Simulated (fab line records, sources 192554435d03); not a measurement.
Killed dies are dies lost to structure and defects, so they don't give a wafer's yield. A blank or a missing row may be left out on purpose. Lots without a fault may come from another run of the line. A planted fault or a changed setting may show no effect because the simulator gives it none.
fab line records | flow n5_finfet
record lots=6 wafers=18 last_day=18
route steps=1938 shown BEOL_M12@1647 BEOL_M13@1659
lots that met no fault: from a run of the same line without faults
start_h: hours from the record's first day to the start of the lot's first wafer shown | wait_h: hours since the lot's step before | " the same as in the row above | L1.1+2: a row that stands for several wafers | - no value, or no start given | * or withheld: withheld | < > ~ a bound
route shown NAME@n: a module of which the file shows steps, and the number in the route of the first | usual: mean/standard deviation of fault-free wafers | same: alike in all rows | chamber/n: place in a boat | sites: the reading at each site | _std_site: their standard deviation | _edge_site: outer sites' mean less inner sites' | radius_mm: how far each site lies from the wafer's centre | mask NAME#n: copy n | behind: the tool/chamber that last shaped the wafer | hold: why the lot was held/for how many hours/how that ended | device: the transistor (n, p or np) that didn't switch | end of line: the same wafers' tests at the end of the route | a step without rows: its recipe alone | killed: dies lost to structure and defects at the first sort, not the wafer's yield | map: a wafer's dies, x killed, . not, _ none there
set.NAME: the setting as run; set.NAME@STEP: as run at that earlier step | model.NAME: the simulator's own value behind a step, which no gauge read
lots at some steps of the route; a table a step, a row a wafer
services: from which hour (start_h, from the record's first day; less than 0 if before it) a tool's chamber was out of use, for how many hours, and why
## steps
# step N5_BEOL_M12_PRE_CLEAN_42
# recipe gas=H2/He time_s=30 temp_c=250
# step N5_BEOL_M12_SPUTTER_43
# recipe material=TaN target_thk_a=150 temp_c=50 bias_v=168.6 power_w=15000 chamber_pressure_pa=0.12 time_s=24.19
# step N5_BEOL_M12_SPUTTER_44
# recipe material=Ta target_thk_a=100 temp_c=50 bias_v=80 power_w=15000 chamber_pressure_pa=0.07 time_s=16.13
# usual throttle_valve_pct=30.1/1.2
# columns lot.wafer tool chamber start_h wait_h throttle_valve_pct
L581.2 pvd_sputter-03 - 284.09 0.0 30.5
L581.4 " - " " 29.5
L581.6 " - " " 29.0
L588.1 pvd_sputter-01 - 330.13 0.0 32.3
L588.4 " - " " 30.2
L588.5 " - " " 30.8
L591.3 pvd_sputter-03 - 333.22 0.0 30.6
L591.4 " - " " 29.4
L591.5 " - " " 29.5
L595.1 pvd_sputter-01 - 354.48 0.0 28.9
L595.3 " - " " 30.9
L595.4 " - " " 32.1
L596.1 pvd_sputter-03 - 371.19 0.0 30.7
L596.5 " - " " 29.6
L596.6 " - " " 29.3
L598.1 pvd_sputter-03 - 380.83 0.0 29.2
L598.2 " - " " 30.5
L598.6 " - " " 30.2
# step N5_BEOL_M12_SPUTTER_45
# recipe material=Cu target_thk_a=800 temp_c=-20 bias_v=60 power_w=26000 chamber_pressure_pa=0.13 time_s=13.33
# step N5_BEOL_M12_ECD_47
# recipe material=Cu target_thk_a=7200
# step N5_BEOL_M12_ANNEAL_48
# recipe temp_c=225 time_s=90 ambient=N2
# usual anneal_temp_c_max=226.4/0.65 wafer_temp_C_max=225.59/0.21
# columns lot.wafer tool chamber start_h wait_h anneal_temp_c_max wafer_temp_C_max
L581.2 rtp_anneal-02 0 284.47 0.1 225.7 225.54
L581.4 " 0 " " 225.9 225.43
L581.6 " 0 " " 225.7 225.82
L588.1 rtp_anneal-01 0 330.47 0.1 226.7 225.56
L588.4 " 0 " " 227.0 225.63
L588.5 " 0 " " 226.4 225.33
L591.3 rtp_anneal-02 0 333.66 0.2 226.3 225.62
L591.4 " 0 " " 226.0 225.84
L591.5 " 0 " " 225.7 225.70
L595.1 rtp_anneal-02 0 355.13 0.4 225.8 225.69
L595.3 " 0 " " 226.3 226.06
L595.4 " 0 " " 225.7 225.71
L596.1 rtp_anneal-01 0 371.56 0.1 227.4 225.42
L596.5 " 0 " " 227.0 225.60
L596.6 " 0 " " 226.7 225.80
L598.1 rtp_anneal-01 0 381.17 0.1 227.5 225.89
L598.2 " 0 " " 226.9 225.76
L598.6 " 0 " " 227.8 225.67
# step N5_BEOL_M12_CMP_49
# recipe stop_on=SiOC t_overpolish_s=20.6 down_force_psi=1 platen_rpm=50 clearing_platen_down_force_psi=1.5 clearing_platen_rpm=50 post_cmp_clean=cu_alkaline target_thk_nm=320 clearing_platen_pad_velocity_m_s=0.99484 pad_velocity_m_s=0.99484
# step N5_BEOL_M12_THK_MEAS_50
# recipe thk_meas_gauge=xrf reads=Cu_of_BEOL_M12_ECD_47
# usual M12_THK=320/5.4
# columns lot.wafer tool chamber start_h wait_h M12_THK[nm]
L581.2 film_metro-01 - 285.02 - 310
L581.4 " - " " 311
L581.6 " - " " 313
L588.1 film_metro-01 - 331.08 - 330
L588.4 " - " " 322
L588.5 " - " " 315
L591.3 film_metro-01 - 334.16 - 324
L591.4 " - " " 321
L591.5 " - " " 323
L595.1 film_metro-02 - 355.72 - 312
L595.3 " - " " 325
L595.4 " - " " 319
L596.1 film_metro-01 - 372.24 - 329
L596.5 " - " " 326
L596.6 " - " " 326
L598.1 film_metro-02 - 381.77 - 316
L598.2 " - " " 326
L598.6 " - " " 317
# step N5_BEOL_M12_PRE_CLEAN_52
# recipe gas=NH3 time_s=15 temp_c=withheld rf_power_w=300
# step N5_BEOL_M12_DEP_53
# recipe material=SiCN target_thk_a=300 temp_c=withheld precursor=3MS/NH3 pressure_torr=3 rf_w=675 time_s=10.5
# usual chamber_pressure_Torr=3.000/0.0065 rf_fwd_power_W=665/3.3 showerhead_plenum_p_Torr=4.152/0.012 throttle_valve_pct=17.8/0.69
# columns lot.wafer tool chamber start_h wait_h chamber_pressure_Torr rf_fwd_power_W showerhead_plenum_p_Torr throttle_valve_pct
L581.2 pecvd-04 0 285.08 0.0 3.002 665 4.147 18.1
L581.4 " 2 " " 3.004 666 4.142 16.8
L581.6 " 1 " " 2.997 664 4.149 18.0
L588.1 pecvd-04 1 331.14 0.0 2.995 664 4.159 17.8
L588.4 " 1 " " 2.999 666 4.162 18.2
L588.5 " 0 " " 3.000 666 4.164 18.2
L591.3 pecvd-03 0 334.22 0.0 3.003 670 4.146 18.8
L591.4 " 1 " " 2.992 663 4.161 17.6
L591.5 " 2 " " 2.996 664 4.159 17.1
L595.1 pecvd-03 1 355.80 0.0 2.993 663 4.162 17.8
L595.3 " 1 " " 2.988 661 4.159 17.7
L595.4 " 2 " " 2.992 665 4.154 16.9
L596.1 pecvd-03 0 372.31 0.0 3.000 665 4.136 19.2
L596.5 " 0 " " 2.991 668 4.132 18.9
L596.6 " 1 " " 3.008 662 4.158 17.7
L598.1 pecvd-01 0 381.84 0.0 3.005 667 4.174 18.7
L598.2 " 2 " " 2.986 671 4.150 17.3
L598.6 " 0 " " 3.010 670 4.168 18.5
# step N5_BEOL_M12_RS_MEAS_54
# recipe thk_meas_gauge=four-point-probe reads=Cu_of_BEOL_M12_ECD_47+Ta_of_BEOL_M12_SPUTTER_44+TaN_of_BEOL_M12_SPUTTER_43
# usual M12_RS=0.0601/0.0009
# columns lot.wafer tool chamber start_h wait_h M12_RS[ohm/sq]
L581.2 film_metro-01 - 285.14 0.0 0.0618
L581.4 " - " " 0.0615
L581.6 " - " " 0.0611
L588.1 film_metro-02 - 331.20 0.0 0.0584
L588.4 " - " " 0.0600
L588.5 " - " " 0.0614
L591.3 film_metro-01 - 334.28 0.0 0.0597
L591.4 " - " " 0.0606
L591.5 " - " " 0.0602
L595.1 film_metro-02 - 355.88 0.1 0.0615
L595.3 " - " " 0.0590
L595.4 " - " " 0.0603
L596.1 film_metro-02 - 372.37 0.0 0.0592
L596.5 " - " " 0.0600
L596.6 " - " " 0.0600
L598.1 film_metro-02 - 381.92 0.1 0.0601
L598.2 " - " " 0.0589
L598.6 " - " " 0.0603
# step N5_BEOL_M12_INSPECT_55
# recipe inspect_instrument=darkfield mode=post_dep
# usual raw_defect_count=62/20
# columns lot.wafer tool chamber start_h wait_h raw_defect_count
L581.2 defect_inspect-02 - 285.17 0.0 74
L581.4 " - " " 60
L581.6 " - " " 84
L588.1 defect_inspect-02 - 331.23 0.0 35
L588.4 " - " " 48
L588.5 " - " " 36
L591.3 defect_inspect-02 - 334.31 0.0 72
L591.4 " - " " 43
L591.5 " - " " 50
L595.1 defect_inspect-02 - 355.90 0.0 75
L595.3 " - " " 71
L595.4 " - " " 54
L596.1 defect_inspect-02 - 372.40 0.0 47
L596.5 " - " " 84
L596.6 " - " " 55
L598.1 defect_inspect-02 - 381.94 0.0 72
L598.2 " - " " 90
L598.6 " - " " 89
# step N5_BEOL_M13_ILD_DEP_00
# recipe material=SiOC target_thk_a=8379.2 temp_c=350 precursor=DEMS/O2 pressure_torr=5 rf_w=500 time_s=166.4
# usual chamber_pressure_Torr=4.999/0.011 heater_power_outer_w=267/64 heater_power_w=495/110 rf_fwd_power_W=498.3/1.5 showerhead_plenum_p_Torr=5.690/0.01 throttle_valve_pct=11.8/0.52
# columns lot.wafer tool chamber start_h wait_h chamber_pressure_Torr heater_power_outer_w heater_power_w rf_fwd_power_W showerhead_plenum_p_Torr throttle_valve_pct
L581.2 pecvd-04 0 285.21 0.0 4.981 219 402 499.4 5.674 11.8
L581.4 " 1 " " 4.998 186 374 497.0 5.699 11.8
L581.6 " 0 " " 5.002 252 467 497.9 5.691 12.4
L588.1 pecvd-04 1 331.26 0.0 - - - - - -
L588.4 " 0 " " - - - - - -
L588.5 " 2 " " - - - - - -
L591.3 pecvd-02 2 334.34 0.0 - - - - - -
L591.4 " 2 " " - - - - - -
L591.5 " 1 " " - - - - - -
L595.1 pecvd-01 1 355.94 0.0 5.007 371 640 499.5 5.680 12.3
L595.3 " 2 " " 4.997 369 691 498.8 5.693 11.2
L595.4 " 2 " " 5.009 281 566 498.5 5.694 11.2
L596.1 pecvd-04 2 372.44 0.0 4.982 275 505 500.2 5.689 11.2
L596.5 " 1 " " 4.988 139 307 495.4 5.708 12.1
L596.6 " 0 " " 5.005 273 488 497.2 5.684 12.3
L598.1 pecvd-04 1 381.98 0.0 4.987 168 345 498.2 5.696 11.9
L598.2 " 2 " " 5.006 288 523 499.0 5.686 11.4
L598.6 " 0 " " 4.988 270 477 497.1 5.675 12.1
# step N5_BEOL_M13_COAT_58
# recipe resist=BARC temp_c=205 time_s=60 spin_rpm=1500 resist_thk_nm=89
# step N5_BEOL_M13_COAT_04
# recipe spin_rpm=1625 resist_thk_nm=400
# step N5_BEOL_M13_EBR_06
# recipe solvent=PGMEA ebr_width_mm=1.5
# step N5_BEOL_M13_SOFTBAKE_05
# recipe temp_c=130 time_s=60
# step N5_BEOL_M13_EXPOSE_07
# recipe mask_id=V12 na=0.93 source_shape=conventional sigma_outer=0.6 polarization=unpolarized attpsm_phase_deg=180 dose_mj=24.8
# step N5_BEOL_M13_PEB_08
# recipe peb_temp_c=130 peb_time_s=90
# step N5_BEOL_M13_DEVELOP_09
# recipe develop_time_s=45 rinse_liquid=diw dry=air_spin dev_temp_c=21
# step N5_BEOL_M13_HARDBAKE_14
# recipe temp_c=130 time_s=120
# step N5_BEOL_M13_CD_MEAS_10
# recipe target_cd_nm=190 landing_energy_ev=500 detector=se_inlens polarity=opening
# usual cd_nm=189.5/1.6
# columns lot.wafer tool chamber start_h wait_h cd_nm
L581.2 cd_sem-03 0 285.66 - 190.9
L581.4 " 0 " " 189.3
L581.6 " 0 " " 191.0
L588.1 cd_sem-01 0 331.72 - 189.6
L588.4 " 0 " " 190.7
L588.5 " 0 " " 190.6
L591.3 cd_sem-02 0 334.80 - 190.2
L591.4 " 0 " " 191.1
L591.5 " 0 " " 189.8
L595.1 cd_sem-01 0 356.52 - 192.1
L595.3 " 0 " " 192.2
L595.4 " 0 " " 191.7
L596.1 cd_sem-02 0 372.89 - 190.4
L596.5 " 0 " " 190.1
L596.6 " 0 " " 191.4
L598.1 cd_sem-02 0 382.56 - 191.2
L598.2 " 0 " " 189.7
L598.6 " 0 " " 191.2
# step N5_BEOL_M13_OVL_MEAS_11
# recipe points_per_wafer=44
# usual V12_OVL=4/4.7
# columns lot.wafer tool chamber start_h wait_h V12_OVL[nm]
L581.2 overlay-01 0 285.69 0.0 4
L581.4 " 0 " " 3
L581.6 " 0 " " 0
L588.1 overlay-02 0 331.75 0.0 4
L588.4 " 0 " " 5
L588.5 " 0 " " 5
L591.3 overlay-01 0 334.83 0.0 6
L591.4 " 0 " " 2
L591.5 " 0 " " -1
L595.1 overlay-01 0 356.55 0.0 3
L595.3 " 0 " " 4
L595.4 " 0 " " 9
L596.1 overlay-01 0 372.92 0.0 8
L596.5 " 0 " " 9
L596.6 " 0 " " 3
L598.1 overlay-01 0 382.59 0.0 10
L598.2 " 0 " " 3
L598.6 " 0 " " 0
# step N5_BEOL_M13_INSPECT_12
# recipe mode=adi inspect_instrument=macro
# usual raw_defect_count=1.9/1.5
# columns lot.wafer tool chamber start_h wait_h raw_defect_count
L581.2 defect_inspect-01 - 285.71 0.0 1
L581.4 " - " " 3
L581.6 " - " " 2
L588.1 defect_inspect-01 - 331.77 0.0 5
L588.4 " - " " 0
L588.5 " - " " 1
L591.3 defect_inspect-02 - 334.85 0.0 0
L591.4 " - " " 1
L591.5 " - " " 3
L595.1 defect_inspect-01 - 356.57 0.0 1
L595.3 " - " " 0
L595.4 " - " " 2
L596.1 defect_inspect-02 - 372.94 0.0 4
L596.5 " - " " 1
L596.6 " - " " 0
L598.1 defect_inspect-02 - 382.62 0.0 1
L598.2 " - " " 2
L598.6 " - " " 0
# step N5_BEOL_M13_DESCUM_15
# recipe chemistry=O2 time_s=7.9 source_power_w=50 bias_power_w=20 pressure_mtorr=20 rf_frequency_hz=2.712e+07 temp_c=40 o2_flow_sccm=225
# usual drypump_motor_current_A=5.6/0.43 oes_product_au=0.80/0.071 rf_fwd_power_W=49.29/0.21 rf_vpp_V=242.9/1.4 showerhead_plenum_p_Torr=2.08/0.081 temp_c=40.00/0.11 throttle_valve_pct=20.38/0.3
# columns lot.wafer tool chamber start_h wait_h drypump_motor_current_A oes_product_au rf_fwd_power_W rf_hours_counter_h rf_vpp_V showerhead_plenum_p_Torr temp_c throttle_valve_pct
L581.2 rie_diel-05 3 285.75 0.0 5.4 0.80 49.24 108 243.7 2.12 40.00 20.68
L581.4 " 1 " " 5.5 0.73 49.12 191 241.0 2.00 40.11 20.30
L581.6 " 0 " " 6.1 0.88 49.46 - 242.0 2.04 39.92 20.06
L588.1 rie_diel-05 0 331.96 0.2 6.0 0.86 49.31 75 243.3 2.04 39.99 20.09
L588.4 " 3 " " 5.4 0.78 49.03 118 241.5 2.12 40.01 20.70
L588.5 " 0 " " 6.1 0.86 49.22 - 242.1 2.04 40.12 20.10
L591.3 rie_diel-04 1 334.89 0.0 5.0 0.89 49.26 27 242.1 2.03 40.15 20.11
L591.4 " 3 " " 5.4 0.80 49.65 - 245.4 2.22 40.25 20.01
L591.5 " 0 " " 6.3 0.79 49.53 - 240.7 2.01 39.92 20.56
L595.1 rie_diel-03 3 356.82 0.2 5.8 0.82 49.33 82 243.1 2.11 39.94 20.37
L595.3 " 0 " " 5.8 0.66 49.24 231 243.1 2.18 39.86 21.12
L595.4 " 1 " " 4.9 0.84 49.14 62 242.4 2.13 39.89 20.41
L596.1 rie_diel-04 0 372.99 0.0 6.3 0.77 49.58 104 242.0 2.01 40.01 20.59
L596.5 " 1 " " 5.0 0.87 49.25 - 242.0 2.02 39.99 20.11
L596.6 " 0 " " 6.3 0.79 49.78 - 243.0 2.01 40.10 20.58
L598.1 rie_diel-04 1 382.65 0.0 5.0 0.85 49.00 43 240.5 2.02 40.00 20.12
L598.2 " 0 " " 6.3 0.78 49.66 107 241.4 2.00 39.91 20.57
L598.6 " 1 " " 5.0 0.85 49.03 - 242.2 2.02 39.98 20.11
# step N5_BEOL_M13_ETCH_59
# recipe chemistry=N2/H2 target=BARC target_depth_a=890 overetch_a=267 time_s=67.9 ion_energy_ev=200 pressure_mtorr=30 source_w=840 bias_w=150 n2_flow_sccm=200 h2_flow_sccm=200
# step N5_BEOL_M13_VIA_ETCH_16
# recipe chemistry=C4F8/O2/Ar target=SiOC pressure_mtorr=30 source_w=3000 bias_w=700 Ar_flow_sccm=400 C4F8_flow_sccm=15 O2_flow_sccm=8 he_inner_torr=15 he_outer_torr=30 target_depth_a=9217 time_s=withheld ion_energy_ev=250 ends=cleared
# usual drypump_motor_current_A=5.6/0.44 oes_product_au=0.72/0.062 rf_fwd_power_W=2993/9.1 rf_vpp_V=665/3.4 showerhead_plenum_p_Torr=3.40/0.12 throttle_valve_pct=24.13/0.25
# columns lot.wafer tool chamber start_h wait_h drypump_motor_current_A oes_product_au rf_fwd_power_W rf_vpp_V showerhead_plenum_p_Torr throttle_valve_pct model.etch.depth_nm model.coat_of_BEOL_M13_COAT_04.thk_nm
L581.2 rie_diel-05 3 285.84 0.0 5.4 0.72 2980 664 3.43 24.35 830.2 69
L581.4 " 1 " " 5.5 0.66 2989 662 3.23 23.76 840.7 68.4
L581.6 " 0 " " 6.1 0.80 2985 663 3.35 23.83 842.7 67.4
L588.1 rie_diel-05 0 332.04 0.0 6.1 0.32 2921 664 3.34 23.73 0 313
L588.4 " 3 " " 5.4 0.29 2931 666 3.43 24.22 0 312
L588.5 " 0 " " 6.0 0.33 2918 661 3.34 23.74 0 315.2
L591.3 rie_diel-04 1 334.97 0.0 5.0 0.33 2927 662 3.34 23.85 0 312.4
L591.4 " 3 " " 5.4 0.30 2924 671 3.61 23.70 0 312.6
L591.5 " 0 " " 6.3 0.29 2936 662 3.30 24.25 0 310.6
L595.1 rie_diel-03 3 356.91 0.0 5.9 0.75 2993 668 3.47 24.24 849.2 67
L595.3 " 0 " " 5.8 0.61 2990 668 3.50 24.64 840 71.4
L595.4 " 1 " " 4.9 0.77 2989 666 3.46 24.17 847.7 64.6
L596.1 rie_diel-04 0 373.08 0.0 6.3 0.71 3002 661 3.29 24.39 828.6 72
L596.5 " 1 " " 5.1 0.78 2995 666 3.33 23.98 841.6 69
L596.6 " 0 " " 6.3 0.71 2994 662 3.29 24.38 835.1 70
L598.1 rie_diel-04 1 382.74 0.0 5.0 0.76 2990 664 3.33 24.00 832.2 70.8
L598.2 " 0 " " 6.3 0.70 2993 662 3.29 24.40 821.4 73.8
L598.6 " 1 " " 5.0 0.77 2991 665 3.33 24.00 843.8 69
# step N5_BEOL_M13_STRIP_63
# recipe chemistry=N2/H2 power_w=1000 temp_c=250 h2_frac=0.65 overash_fraction=0.3 pressure_mtorr=1000 n2_flow_sccm=1750 h2_flow_sccm=3250
# usual drypump_motor_current_A=5.6/0.45 heater_power_w=358/40 oes_product_au=0.674/0.0046 strip_time_to_endpoint_s=27.7/1.1 temp_c=249.97/0.17
# same overash_fraction=0.3
# columns lot.wafer tool chamber start_h wait_h drypump_motor_current_A heater_power_w oes_product_au rf_hours_counter_h strip_time_to_endpoint_s temp_c
L581.2 plasma_asher-02 0 286.07 - 6.0 336 0.676 135 27.4 249.85
L581.4 " 0 " " 6.0 329 0.669 - 27.2 250.01
L581.6 " 1 " " 5.4 417 0.674 - 26.9 250.02
L588.1 plasma_asher-01 1 332.28 - 4.9 347 0.867 86 91.2 249.80
L588.4 " 1 " " 4.9 343 0.863 - 91.0 250.05
L588.5 " 1 " " 4.9 344 0.868 - 91.8 250.23
L591.3 plasma_asher-02 1 335.23 - 5.4 427 0.871 - 91.1 250.09
L591.4 " 0 " " 6.0 330 0.867 - 91.1 249.82
L591.5 " 1 " " 5.4 421 0.872 - 90.7 250.13
L595.1 plasma_asher-01 0 357.14 - 6.0 332 0.672 91 26.8 250.05
L595.3 " 0 " " 6.0 330 0.679 - 28.1 249.98
L595.4 " 1 " " 4.9 357 0.665 - 26.0 249.87
L596.1 plasma_asher-02 1 373.31 - 5.4 427 0.674 152 28.2 249.86
L596.5 " 0 " " 6.0 329 0.670 - 27.4 249.98
L596.6 " 1 " " 5.4 420 0.667 - 27.6 249.99
L598.1 plasma_asher-02 1 382.97 - 5.4 411 0.670 154 27.9 250.03
L598.2 " 0 " " 5.9 328 0.675 154 28.8 249.98
L598.6 " 1 " " 5.4 426 0.681 - 27.4 250.21
# step N5_BEOL_M13_STRIP_64
# recipe chemistry=N2/H2 power_w=1000 temp_c=250 h2_frac=0.65 overash_fraction=0.3 pressure_mtorr=withheld n2_flow_sccm=1750 h2_flow_sccm=3250
# usual drypump_motor_current_A=5.6/0.45 heater_power_w=357/39 oes_product_au=0.715/0.0045 strip_time_to_endpoint_s=31.30/0.077 temp_c=250.01/0.19
# same overash_fraction=0.3
# columns lot.wafer tool chamber start_h wait_h drypump_motor_current_A heater_power_w oes_product_au rf_hours_counter_h strip_time_to_endpoint_s temp_c
L581.2 plasma_asher-02 0 286.13 0.0 6.0 328 0.709 135 31.36 249.83
L581.4 " 0 " " 6.0 326 0.711 - 31.37 249.90
L581.6 " 1 " " 5.4 424 0.715 - 31.36 249.94
L588.1 plasma_asher-01 1 332.34 0.0 4.9 347 0.710 86 31.30 249.98
L588.4 " 1 " " 4.9 350 0.710 - 31.26 249.90
L588.5 " 1 " " 4.9 350 0.711 - 31.28 250.06
L591.3 plasma_asher-02 1 335.29 0.0 5.4 416 0.713 - 31.33 249.97
L591.4 " 0 " " 6.0 327 0.708 - 31.19 250.36
L591.5 " 1 " " 5.4 411 0.706 - 31.31 249.90
L595.1 plasma_asher-01 0 357.20 0.0 6.0 310 0.717 91 31.18 249.98
L595.3 " 0 " " 6.1 330 0.712 - 31.23 250.08
L595.4 " 1 " " 4.9 346 0.711 - 31.21 249.70
L596.1 plasma_asher-02 1 373.37 0.0 5.4 419 0.710 152 31.42 249.91
L596.5 " 0 " " 6.0 330 0.717 - 31.38 249.78
L596.6 " 1 " " 5.4 415 0.718 - 31.36 250.01
L598.1 plasma_asher-02 1 383.03 0.0 5.4 414 0.715 154 31.21 250.05
L598.2 " 0 " " 6.0 333 0.714 154 31.38 250.28
L598.6 " 1 " " 5.4 425 0.714 - 31.30 250.08
# step N5_BEOL_M13_STRIP_71
# recipe chemistry=post_etch_residue_remover time_s=60 temp_c=25 remover_ph=withheld remover_water_wt_pct=withheld remover_fluoride_wt_pct=withheld
# step N5_BEOL_M13_SRD_72
# recipe time_s=30 temp_c=23 rinse_liquid=diw dry=n2_spin spin_rpm=1500 dry_time_s=30
# step N5_BEOL_M13_CD_MEAS_17
# recipe target_cd_nm=190 polarity=opening
# usual cd_nm=190.0/2
# columns lot.wafer tool chamber start_h wait_h cd_nm
L581.2 cd_sem-01 - 286.28 0.0 190.9
L581.4 " - " " 188.7
L581.6 " - " " 189.1
L588.1 cd_sem-02 - 332.49 0.0 -
L588.4 " - " " -
L588.5 " - " " -
L591.3 cd_sem-02 - 335.42 0.0 -
L591.4 " - " " -
L591.5 " - " " -
L595.1 cd_sem-03 - 357.35 0.0 193.4
L595.3 " - " " 193.1
L595.4 " - " " 192.1
L596.1 cd_sem-03 - 373.52 0.0 191.3
L596.5 " - " " 189.6
L596.6 " - " " 192.5
L598.1 cd_sem-02 - 383.18 0.0 190.5
L598.2 " - " " 191.3
L598.6 " - " " 189.7
# step N5_BEOL_M13_COAT_65
# recipe resist=SOC temp_c=250 time_s=60 spin_rpm=1500 resist_thk_nm=350
## services
# columns tool chamber start_h hours kind
rie_diel-05 - 265.91 4.3 pm
pecvd-01 - 266.59 2.8 pm
rie_diel-05 - 283.06 1.3 repair
rie_diel-03 2 284.87 - clean
rie_diel-03 2 284.87 - consumable_replace:focus_ring
rie_diel-03 2 284.87 - consumable_replace:showerhead
rie_diel-03 2 284.87 22.5 scheduled_down
rie_diel-03 2 284.87 22.5 vent_cycle
pecvd-04 0 287.85 5.5 scheduled_down
rie_diel-04 2 310.40 11.5 repair
pecvd-03 0 344.56 12.3 repair
pecvd-04 - 348.20 2.8 pm
pecvd-02 1 357.92 2.1 scheduled_down
rie_diel-05 0 359.28 1.5 repair
plasma_asher-02 - 363.95 6.6 repair
pecvd-01 1 365.10 21.0 repair
rie_diel-05 3 373.86 6.3 repair
rie_diel-04 2 377.70 15.9 repair
pecvd-02 2 378.34 2.1 scheduled_down
## key
first_sign step=N5_BEOL_M13_ILD_DEP_00 reading=tool_record direction=missing
effect step=N5_BEOL_M13_VIA_ETCH_16 reading=oes_product_au direction=down sigmas=6.7 usual=0.72 struck=0.31
effect step=N5_BEOL_M13_STRIP_63 reading=strip_time_to_endpoint_s direction=up sigmas=57 usual=* struck=*
effect step=N5_BEOL_M13_CD_MEAS_17 reading=cd_nm direction=missing
model_effect step=N5_BEOL_M13_VIA_ETCH_16 value=etch.depth_nm without=843 struck=0
met_at N5_BEOL_M13_ILD_DEP_00
struck_wafers L588.1,L588.4,L588.5,L591.3,L591.4,L591.5
later_rows_left_out L588.1,L588.4,L588.5,L591.3,L591.4,L591.5
sort_left_out L588.1,L588.4,L588.5,L591.3,L591.4,L591.5
onset_between 285.21 331.26
fault kind=skipped_step_whole tool=pecvd-02,pecvd-04 chamber=- onset_h=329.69 steps=N5_BEOL_M13_ILD_DEP_00 scope=struck_lots_only
# sort_left_out: the simulated sort isn't trusted on such a fault, so these wafers' sort isn't shown, and their yield isn't known
# later_rows_left_out: the simulator's readings of these wafers behind a module that went badly wrong aren't trusted and aren't shown, but for the sort
